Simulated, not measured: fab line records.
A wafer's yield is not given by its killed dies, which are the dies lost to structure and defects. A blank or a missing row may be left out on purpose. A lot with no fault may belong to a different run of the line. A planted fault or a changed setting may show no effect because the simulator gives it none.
Which tool was responsible? ; flow nand-harc ; 39 wafers from 13 lots sampled at 5 of the route's 1159 steps

## WHAT EACH GAUGE READ, for each wafer
NHARC_A_M1_CD_MEAS_16. Usual: 120.2 nm for cd-nm, sd 1.
lot;measured;on;cd-nm (nm);flag
L416;day 17 17:20;cd-sem-03;118.9 118.9 118.7;
L415;day 17 21:13;cd-sem-01;119.5 119.0 120.4;
L418;day 18 00:39;cd-sem-03;121.3 120.8 119.9;
L417;day 18 01:55;cd-sem-02;119.3 120.4 117.6;
L420;day 18 04:08;cd-sem-02;120.7 120.3 120.4;
L419;day 19 03:45;cd-sem-03;119.9 120.6 120.7;
L424;day 20 06:53;cd-sem-03;117.2 118.4 121.0;
L425;day 20 10:54;cd-sem-01;119.7 120.9 119.0;
L423;day 20 11:43;cd-sem-01;120.1 121.3 120.4;
L427;day 22 00:19;cd-sem-01;119.5 120.5 119.6;
L428;day 22 00:49;cd-sem-02;121.1 119.9 120.3;
L429;day 22 06:11;cd-sem-03;122.8 119.9 120.8;
L426;day 22 06:38;cd-sem-03;119.6 120.4 120.4;

NHARC_END_SORT_01. Usual: defect-limited-yield 95.1 %, standard deviation 1.6; killed-at-array 29, standard deviation 10; killed-at-other 0.7, standard deviation 1.1; killed-at-periphery 3.3, standard deviation 2.4; killed-dies 33, standard deviation 11; killed-open 3.3, standard deviation 2; killed-short 1.9, standard deviation 1.3; sort_bin_2_pct 1.5 %, standard deviation 0.67; sort_bin_3_pct 0.27 %, standard deviation 0.24; sort_bin_4_pct 3.1 %, standard deviation 1.1; sort-n-pass 644, standard deviation 11; sort-rim-yield-pct 97.1 %, standard deviation 2.1; sort-yield-pct 95.1 %, standard deviation 1.6.
lot;measured;on;defect-limited-yield (%);killed-at-array;killed-at-other;killed-at-periphery;killed-dies;killed-open;killed-short;sort_bin_2_pct (%);sort_bin_3_pct (%);sort_bin_4_pct (%);sort-n-pass;sort-rim-yield-pct (%);sort-yield-pct (%);flag
L424;day 21 18:05;prober-02;96.2 96.6 96.9;26 17 19;0 1 0;0 5 2;26 23 21;8 7 7;3 2 2;1.3 1.2 0.7;0.15 0.15 0;2.4 2.1 2.4;651 654 656;97.2 100.0 97.2;96.2 96.6 96.9;
L429;day 23 21:31;prober-02;93.5 91.7 95.3;40 51 27;0 1 0;4 4 5;44 56 32;5 5 5;2 2 1;1.9 4.9 1.9;0 0 0.30;4.6 3.4 2.5;633 621 645;97.2 87.7 93.4;93.5 91.7 95.3;

## WHICH TOOL RAN EACH LOT (tool, then ch and the chambers of the sampled wafers, then the start)
lot;NHARC_A_M0_PVD_21;NHARC_A_M1_ETCH_15;NHARC_A_M1_PRE_CLEAN_30
L416;pvd-sputter-03, day 17 17:12 or earlier;rie-diel-09 ch 0,2,3, day 17 17:12;pvd-sputter-02, no start
L415;pvd-sputter-03, day 17 21:05 or earlier;rie-diel-12 ch 0,1, day 17 21:05;pvd-sputter-01, no start
L418;pvd-sputter-03, day 18 00:31 or earlier;rie-diel-12 ch 1,3, day 18 00:31;pvd-sputter-02, no start
L417;pvd-sputter-03, day 18 01:47 or earlier;rie-diel-12 ch 1,3, day 18 01:47;pvd-sputter-02, no start
L420;pvd-sputter-03, day 18 04:01 or earlier;rie-diel-12 ch 0,3, day 18 04:01;pvd-sputter-03, no start
L419;pvd-sputter-03, day 19 03:37 or earlier;rie-diel-12 ch 0,2,3, day 19 03:37;pvd-sputter-03, no start
L424;pvd-sputter-02, day 20 06:46 or earlier;rie-diel-09 ch 0,2,3, day 20 06:46;pvd-sputter-02, day 21 18:05 or earlier
L425;pvd-sputter-01, day 20 10:47 or earlier;rie-diel-12 ch 0,2,3, day 20 10:47;pvd-sputter-01, no start
L423;pvd-sputter-01, day 20 11:36 or earlier;rie-diel-12 ch 0,2, day 20 11:36;pvd-sputter-02, no start
L427;pvd-sputter-01, day 22 00:10 or earlier;rie-diel-09 ch 0,2, day 22 00:10;pvd-sputter-01, no start
L428;pvd-sputter-03, day 22 00:40 or earlier;rie-diel-09 ch 0,2,3, day 22 00:40;pvd-sputter-03, no start
L429;pvd-sputter-01, day 22 06:02 or earlier;rie-diel-09 ch 0,2,3, day 22 06:02;pvd-sputter-01, day 23 21:31 or earlier
L426;pvd-sputter-03, day 22 06:29 or earlier;rie-diel-09 ch 0,2,3, day 22 06:29;pvd-sputter-03, no start
- NHARC_A_M0_PVD_21: deposits Cu, target thk 30 nm, time 20.49 s.
- NHARC_A_M1_ETCH_15: etches the open film in C4F8/Ar, target depth 182.5 nm, time 91.2 s.
- NHARC_A_M1_PRE_CLEAN_30: time 30 s.

## AS READ BY THE TOOLS THEMSELVES (means over the sampled wafers that have a number; for cases with no such wafer, the mark the record gives instead)
NHARC_A_M0_PVD_21. Usual: 29.5 % for throttle-valve-pct, sd 0.71.
lot;tool;throttle-valve-pct (%);flag
L416;pvd-sputter-03;29.2;
L415;pvd-sputter-03;29.7;
L418;pvd-sputter-03;29.3;
L417;pvd-sputter-03;29.3;
L420;pvd-sputter-03;29.3;
L419;pvd-sputter-03;29.1;
L424;pvd-sputter-02;30.0;
L425;pvd-sputter-01;29.0;
L423;pvd-sputter-01;29.1;
L427;pvd-sputter-01;29.3;
L428;pvd-sputter-03;30.1;
L429;pvd-sputter-01;29.1;
L426;pvd-sputter-03;29.7;

NHARC_A_M1_ETCH_15. Usual: chamber-pressure-mTorr 25.001 mTorr, standard deviation 0.026; oes-product-au 0.961 a.u., standard deviation 0.023; rf-vpp-V 441.9 V, standard deviation 2.3; run-length-s 112.5 s, standard deviation 0.46.
lot;tool;chamber-pressure-mTorr (mTorr);oes-product-au (a.u.);rf-vpp-V (V);run-length-s (s);flag
L416;rie-diel-09;25.021;0.913;442.7;112.3;
L415;rie-diel-12;24.982;0.985;443.5;113.1;
L418;rie-diel-12;24.992;0.983;444.7;112.5;
L417;rie-diel-12;25.006;0.968;444.9;112.5;
L420;rie-diel-12;25.004;0.978;443.3;112.7;
L419;rie-diel-12;24.990;0.974;443.2;112.7;
L424;rie-diel-09;24.997;0.967;441.9;112.7;
L425;rie-diel-12;25.007;0.974;442.6;112.6;
L423;rie-diel-12;25.001;0.987;442.7;112.9;
L427;rie-diel-09;24.990;0.952;443.3;112.4;
L428;rie-diel-09;24.991;0.960;441.8;112.6;
L429;rie-diel-09;25.012;0.957;442.0;108.7;OFF
L426;rie-diel-09;24.988;0.951;442.3;105.3;OFF

NHARC_A_M1_PRE_CLEAN_30. Usual: 416 W for heater-power-w, sd 52.
lot;tool;heater-power-w (W);flag
L416;pvd-sputter-02;441;
L415;pvd-sputter-01;417;
L418;pvd-sputter-02;403;
L417;pvd-sputter-02;428;
L420;pvd-sputter-03;382;
L419;pvd-sputter-03;439;
L424;pvd-sputter-02;440;
L425;pvd-sputter-01;399;
L423;pvd-sputter-02;440;
L427;pvd-sputter-01;407;
L428;pvd-sputter-03;404;
L429;pvd-sputter-01;449;
L426;pvd-sputter-03;379;

## THE ANSWER, worked out from the rows above alone
Rule: take the mean of a lot's wafers that have a number; if it is more than 3 standard deviations from the usual mean, the lot is off. Also off: a lot with no number at a reading for which 4 or more lots have one. The other lots that the step has rows for count as sound. Order of review: gauges by route order, followed by the tools' own readings, for which a lot's mean as printed above is used. The first step at which some lot is off is used, and at that step the reading that is off furthest; a lot without a number counts as furthest.
Off at NHARC_A_M1_ETCH_15 (run-length-s): L429, L426.
If a tool, at that step or one of the process steps before it, ran each lot that is off and ran no sound lot following the first of them, it fits. NHARC_A_M0_PVD_21: start missing for some lots; hours and lot order therefore follow NHARC_A_M1_ETCH_15. One fits: NHARC_A_M1_ETCH_15 on rie-diel-09. Its last sound lot is L428 (day 22 00:40), its first lot that is off L429 (day 22 06:02): a fault that began between those two fits.
The tool's own readings at NHARC_A_M1_ETCH_15 bear it out: on the lots that are off they differ by more than 5 times the standard deviation of the sound lots' means. run-length-s reads 107.0 s there against 112.6 s on the sound lots.

## WHAT WAS PUT IN BY THE SIMULATOR
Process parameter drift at NHARC_A_M1_ETCH_15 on rie-diel-09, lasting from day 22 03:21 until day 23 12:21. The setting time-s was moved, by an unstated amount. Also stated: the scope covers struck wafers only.
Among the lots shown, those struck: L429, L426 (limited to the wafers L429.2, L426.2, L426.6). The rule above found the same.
